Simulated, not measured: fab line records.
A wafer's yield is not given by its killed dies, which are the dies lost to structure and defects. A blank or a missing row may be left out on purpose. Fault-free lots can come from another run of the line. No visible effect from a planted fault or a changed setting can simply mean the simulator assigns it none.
fab line records	flow nand-harc
record lots=13	wafers=39	last-day=24
route steps=1159 shown P_STI@85 P_GATE@182 P_CONTACT@246 P_M0@270
lots untouched by any fault: they come from a run of this same line in which no faults occurred
start-h: start of the lot's first displayed wafer, in hours after the record's first day	wait-h: hours elapsed since this lot's preceding step	" the same as in the row above	L1.1+2: one row covering several wafers at once	- value missing, or start not given	* or withheld: withheld	< > ~ a bound
route shown NAME@n: a module of which the file shows steps, and the number in the route of the first	usual: the fault-free wafers' mean and standard deviation	same: alike in all rows	chamber/n: place in a boat	sites: the reading at each site	_std_site: the values' standard deviation	_edge_site: the outer-site mean with the inner-site mean subtracted	radius-mm: for every site, how far away it sits from the centre of the wafer	mask NAME#n: copy n	behind: the last tool/chamber to shape the wafer	hold: the reason the lot was held/the length of the hold in hours/how it ended	device: whichever transistor did not switch (one of n, p or np)	end of line: tests run on the same wafers once the route is complete	a step with no rows: only its recipe	killed: not the wafer's yield, but the dies lost to structure and defects at the first sort	map: the dies of a wafer, with x for killed, . for not killed, _ for no die there
set.NAME: the setting as run; set.NAME@STEP: as run at that earlier step	model.NAME: the simulator's own value behind a step, which no gauge read
route steps across a sampled set of lots; one table per step, one row per wafer
services: a tool's chamber out of use, with start hour (start-h, from the record's first day; less than 0 if before it), hours out, and reason
## steps
# step NHARC_P_STI_INSPECT_11
# usual raw-defect-count=5.2/3
lot.wafer	tool	chamber	start-h	wait-h	raw-defect-count
L875.2	defect-inspect-01	-	42.16	0.0	3
L875.3	"	-	"	"	5
L875.5	"	-	"	"	3
L878.2	defect-inspect-01	-	59.11	0.0	3
L878.3	"	-	"	"	3
L878.5	"	-	"	"	2
L879.2	defect-inspect-01	-	66.22	0.0	9
L879.3	"	-	"	"	12
L879.6	"	-	"	"	7
L881.1	defect-inspect-01	-	77.07	0.0	9
L881.2	"	-	"	"	1
L881.4	"	-	"	"	4
L883.1	defect-inspect-01	-	92.73	0.0	4
L883.3	"	-	"	"	6
L883.5	"	-	"	"	6
L885.1	defect-inspect-01	-	100.69	0.0	8
L885.4	"	-	"	"	4
L885.5	"	-	"	"	5
L891.1	defect-inspect-01	-	138.76	0.0	5
L891.4	"	-	"	"	7
L891.6	"	-	"	"	9
L892.1	defect-inspect-01	-	144.30	0.0	3
L892.3	"	-	"	"	4
L892.4	"	-	"	"	1
L893.1	defect-inspect-02	-	149.07	0.0	2
L893.2	"	-	"	"	4
L893.6	"	-	"	"	4
L894.1	defect-inspect-01	-	154.98	0.0	9
L894.4	"	-	"	"	2
L894.6	"	-	"	"	8
L895.1	defect-inspect-02	-	160.96	0.0	3
L895.3	"	-	"	"	5
L895.6	"	-	"	"	9
L896.2	defect-inspect-02	-	169.23	0.0	11
L896.4	"	-	"	"	5
L896.5	"	-	"	"	2
L897.2	defect-inspect-02	-	173.29	0.0	5
L897.4	"	-	"	"	3
L897.6	"	-	"	"	3
# step NHARC_P_GATE_EXPOSE_56
# recipe na=0.6	target-cd-nm=720	dose-mj=14.81	mask-id=P_PSD
lot.wafer	tool	chamber	start-h	wait-h	mask
L875.2+3+5	krf-scanner-03	0	104.21	-	P_PSD#0
L878.2+3+5	krf-scanner-04	0	124.52	-	P_PSD#0
L879.2+3+6	krf-scanner-03	0	135.05	-	P_PSD#0
L881.1+2+4	krf-scanner-03	0	137.76	-	P_PSD#0
L883.1+3+5	krf-scanner-03	0	153.90	-	P_PSD_R1#0
L885.1+4+5	krf-scanner-02	0	170.25	-	P_PSD#0
L891.1+4+6	krf-scanner-03	0	206.79	-	P_PSD#0
L892.1+3+4	krf-scanner-03	0	211.20	-	P_PSD#0
L893.1+2+6	krf-scanner-04	0	211.57	-	P_PSD#0
L895.1+3+6	krf-scanner-03	0	225.50	-	P_PSD#0
L894.1+4+6	krf-scanner-04	0	225.89	-	P_PSD#0
L896.2+4+5	krf-scanner-04	0	234.28	-	P_PSD#0
L897.2+4+6	krf-scanner-04	0	235.15	-	P_PSD#0
# step NHARC_P_GATE_CD_MEAS_59
# recipe target-cd-nm=720	landing-energy-ev=500
# usual cd-nm=719.2/2.7
lot.wafer	tool	chamber	start-h	wait-h	cd-nm
L875.2	cd-sem-01	0	104.36	-	724.3
L875.3	"	0	"	"	720.8
L875.5	"	0	"	"	722.7
L878.2	cd-sem-03	0	124.67	-	723.2
L878.3	"	0	"	"	721.3
L878.5	"	0	"	"	721.8
L879.2	cd-sem-02	0	135.21	-	717.3
L879.3	"	0	"	"	716.2
L879.6	"	0	"	"	715.1
L881.1	cd-sem-02	0	137.91	-	720.3
L881.2	"	0	"	"	723.6
L881.4	"	0	"	"	721.2
L883.1	cd-sem-03	0	154.05	-	694.9
L883.3	"	0	"	"	694.0
L883.5	"	0	"	"	697.5
L885.1	cd-sem-03	0	170.41	-	720.2
L885.4	"	0	"	"	721.5
L885.5	"	0	"	"	722.2
L891.1	cd-sem-03	0	206.96	-	721.7
L891.4	"	0	"	"	719.8
L891.6	"	0	"	"	719.2
L892.1	cd-sem-01	0	211.35	-	716.6
L892.3	"	0	"	"	716.2
L892.4	"	0	"	"	717.5
L893.1	cd-sem-02	0	211.73	-	719.0
L893.2	"	0	"	"	719.1
L893.6	"	0	"	"	718.5
L895.1	cd-sem-02	0	225.66	-	718.8
L895.3	"	0	"	"	718.5
L895.6	"	0	"	"	721.0
L894.1	cd-sem-03	0	226.05	-	715.5
L894.4	"	0	"	"	715.7
L894.6	"	0	"	"	713.8
L896.2	cd-sem-01	0	234.44	-	718.8
L896.4	"	0	"	"	718.9
L896.5	"	0	"	"	719.7
L897.2	cd-sem-03	0	235.31	-	720.5
L897.4	"	0	"	"	718.8
L897.6	"	0	"	"	719.5
# step NHARC_P_CONTACT_PVD_32
# recipe target-thk-a=50	chamber-pressure-pa=5	power-w=5000	substrate-temp-c=200	time-s=17.7	material=Ti
# usual throttle-valve-pct=30.3/1.3
lot.wafer	tool	chamber	start-h	wait-h	throttle-valve-pct
L875.3	pvd-sputter-02	-	-	-	29.4
L875.2	"	-	"	"	28.7
L875.5	"	-	"	"	29.5
L878.3	pvd-sputter-02	-	-	-	28.9
L878.2	"	-	"	"	29.8
L878.5	"	-	"	"	32.4
L879.3	pvd-sputter-01	-	-	-	31.1
L879.2	"	-	"	"	28.3
L879.6	"	-	"	"	31.1
L881.4	pvd-sputter-01	-	-	-	29.7
L881.1	"	-	"	"	31.2
L881.2	"	-	"	"	28.7
L883.3	pvd-sputter-02	-	-	-	29.0
L883.1	"	-	"	"	32.7
L883.5	"	-	"	"	29.0
L885.4	pvd-sputter-02	-	-	-	28.9
L885.1	"	-	"	"	32.6
L885.5	"	-	"	"	29.6
L891.4	pvd-sputter-03	-	-	-	28.3
L891.1	"	-	"	"	30.1
L891.6	"	-	"	"	28.0
L892.3	pvd-sputter-01	-	-	-	29.0
L892.1	"	-	"	"	30.3
L892.4	"	-	"	"	30.5
L893.2	pvd-sputter-03	-	-	-	30.1
L893.1	"	-	"	"	30.7
L893.6	"	-	"	"	30.3
L895.1	pvd-sputter-02	-	-	-	31.3
L895.3	"	-	"	"	28.7
L895.6	"	-	"	"	30.1
L894.4	pvd-sputter-01	-	-	-	29.0
L894.1	"	-	"	"	30.4
L894.6	"	-	"	"	30.5
L896.2	pvd-sputter-02	-	-	-	30.1
L896.4	"	-	"	"	31.7
L896.5	"	-	"	"	30.1
L897.4	pvd-sputter-02	-	-	-	31.7
L897.2	"	-	"	"	30.2
L897.6	"	-	"	"	31.4
# step NHARC_P_M0_STRIP_18
# recipe power-w=1000	n2-flow-sccm=150	h2-flow-sccm=150	ar-flow-sccm=0	bias-w=0	chemistry=N2/H2
# usual drypump-motor-current-A=5.9/0.47	oes-product-au=0.998/0.013	power-w=999.5/2.7	rf-vpp-V=90.8/1	showerhead-plenum-p-Torr=2.07/0.096	throttle-valve-pct=14.172/0.0096
lot.wafer	tool	chamber	start-h	wait-h	drypump-motor-current-A	oes-product-au	power-w	rf-hours-counter-h	rf-vpp-V	showerhead-plenum-p-Torr	throttle-valve-pct
L875.3	rie-diel-13	2	130.77	0.1	5.5	0.987	1001.5	1	92.1	2.19	14.188
L875.2	"	3	"	"	6.2	0.986	1003.2	1	89.3	1.93	14.179
L875.5	"	0	"	"	5.4	0.982	997.0	-	91.4	2.09	14.164
L878.3	rie-diel-13	2	140.01	0.1	5.5	0.996	998.5	2	91.2	2.19	14.178
L878.2	"	3	"	"	6.1	0.991	998.3	2	90.0	1.93	14.174
L878.5	"	1	"	"	6.3	1.009	1000.4	-	91.9	2.19	14.161
L879.3	rie-diel-06	2	148.87	0.1	5.4	1.002	994.1	4	91.3	2.11	14.164
L879.2	"	3	"	"	5.9	0.987	999.1	4	91.6	2.08	14.181
L879.6	"	2	"	"	5.3	1.015	999.7	-	90.3	2.11	14.184
L881.4	rie-diel-13	2	152.39	0.1	5.5	0.978	999.8	4	92.0	2.19	14.164
L881.1	"	3	"	"	6.1	0.991	1000.3	3	91.2	1.93	14.175
L881.2	"	0	"	"	5.4	0.985	998.4	3	90.9	2.09	14.175
L883.1	rie-diel-13	3	166.20	0.1	6.1	0.999	1004.9	4	90.0	1.93	14.176
L883.3	"	0	"	"	5.4	0.993	1000.6	3	88.8	2.09	14.191
L883.5	"	0	"	"	5.4	0.994	1002.9	-	89.8	2.09	14.184
L885.1	rie-diel-06	1	184.82	0.1	5.2	1.010	996.6	7	91.0	2.08	14.178
L885.5	"	3	"	"	5.9	0.994	999.4	-	90.6	2.08	14.167
L885.4	"	2	"	"	5.3	1.021	1000.5	-	90.8	2.10	14.182
L891.4	rie-diel-07	0	218.20	0.1	6.2	1.012	996.2	10	89.9	1.91	14.171
L891.1	"	1	"	"	6.7	0.976	1001.0	11	91.2	2.03	14.175
L891.6	"	3	"	"	6.2	0.988	1000.2	-	91.9	2.05	14.179
L892.4	rie-diel-13	1	222.35	0.1	6.3	1.010	1003.9	9	91.6	2.19	14.165
L892.3	"	3	"	"	6.1	0.997	1000.6	8	88.7	1.92	14.159
L892.1	"	0	"	"	5.4	1.000	997.7	8	90.1	2.09	14.178
L893.2	rie-diel-13	1	222.89	0.1	6.3	1.006	1004.6	9	90.7	2.19	14.173
L893.1	"	3	"	"	6.2	0.998	998.3	8	90.3	1.92	14.165
L893.6	"	1	"	"	6.3	1.007	1001.1	-	91.7	2.19	14.162
L895.1	rie-diel-13	3	244.10	0.1	6.1	0.982	1002.9	10	91.1	1.92	14.169
L895.3	"	1	"	"	6.3	1.005	999.5	10	92.2	2.19	14.175
L895.6	"	2	"	"	5.5	0.990	999.3	-	91.8	2.19	14.178
L894.1	rie-diel-13	0	244.61	0.1	5.4	0.995	999.8	9	90.8	2.09	14.181
L894.4	"	2	"	"	5.4	0.977	997.2	11	93.0	2.19	14.168
L894.6	"	0	"	"	5.4	0.990	999.8	-	92.9	2.09	14.169
L896.2	rie-diel-13	3	246.43	0.2	6.1	0.994	996.7	10	90.3	1.92	14.168
L896.4	"	0	"	"	5.4	0.997	1000.4	9	90.7	2.09	14.180
L896.5	"	3	"	"	6.2	0.993	1001.9	-	88.9	1.92	14.186
L897.2	rie-diel-07	0	247.06	0.1	6.3	1.012	999.9	1	91.0	1.91	14.150
L897.4	"	3	"	"	6.2	0.984	998.9	1	89.8	2.05	14.165
L897.6	"	1	"	"	6.7	1.005	1000.1	-	91.1	2.03	14.170
## services
tool	chamber	start-h	hours	kind
rie-diel-07	-	85.47	0.1	repair
krf-scanner-04	-	89.32	19.1	repair
rie-diel-07	1	97.41	5.3	repair
rie-diel-13	-	99.00	9.0	pm
rie-diel-07	0	101.55	6.7	repair
pvd-sputter-03	-	102.05	10.0	pm
rie-diel-07	0	121.08	6.4	repair
krf-scanner-04	-	126.00	4.0	pm
rie-diel-07	0	141.76	7.9	repair
pvd-sputter-02	-	143.62	3.0	repair
rie-diel-13	-	158.91	3.6	repair
pvd-sputter-03	-	160.72	0.7	repair
pvd-sputter-03	-	163.43	1.7	repair
rie-diel-07	3	166.19	1.4	repair
pvd-sputter-01	-	167.55	5.1	repair
krf-scanner-03	-	168.00	4.0	pm
krf-scanner-03	-	176.91	0.6	repair
rie-diel-06	0	181.77	7.6	repair
rie-diel-06	0	203.89	15.4	repair
rie-diel-06	-	204.17	0.2	repair
krf-scanner-04	-	204.44	0.3	repair
rie-diel-07	0	205.01	4.2	repair
pvd-sputter-02	-	214.00	10.0	pm
rie-diel-13	1	234.71	1.2	repair
## key
first-sign step=NHARC_P_GATE_EXPOSE_56	reading=mask	direction=changed
effect step=NHARC_P_GATE_CD_MEAS_59	reading=cd-nm	direction=down	sigmas=8.7	usual=719.2	struck=695.5
met-at NHARC_P_GATE_EXPOSE_56
struck-lots L883
tester-left-out L883
not-acting-at NHARC_P_STI_INSPECT_11,NHARC_P_CONTACT_PVD_32,NHARC_P_M0_STRIP_18
onset-between 137.76 153.90
fault kind=wrong-mask	tool=any	chamber=-	onset-h=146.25	steps=NHARC_P_GATE_EXPOSE_56	aux-copy=P_PSD_R1#0	cd-offset-nm=-26.717	scope=struck-lots-only
# tester-left-out: of these lots the tester's yield and bins aren't shown, on N5 and GAA mostly nor the transistor test; their killed dies are dies lost to structure and defects alone, not to doping, threshold or leakage, so they don't give the yield
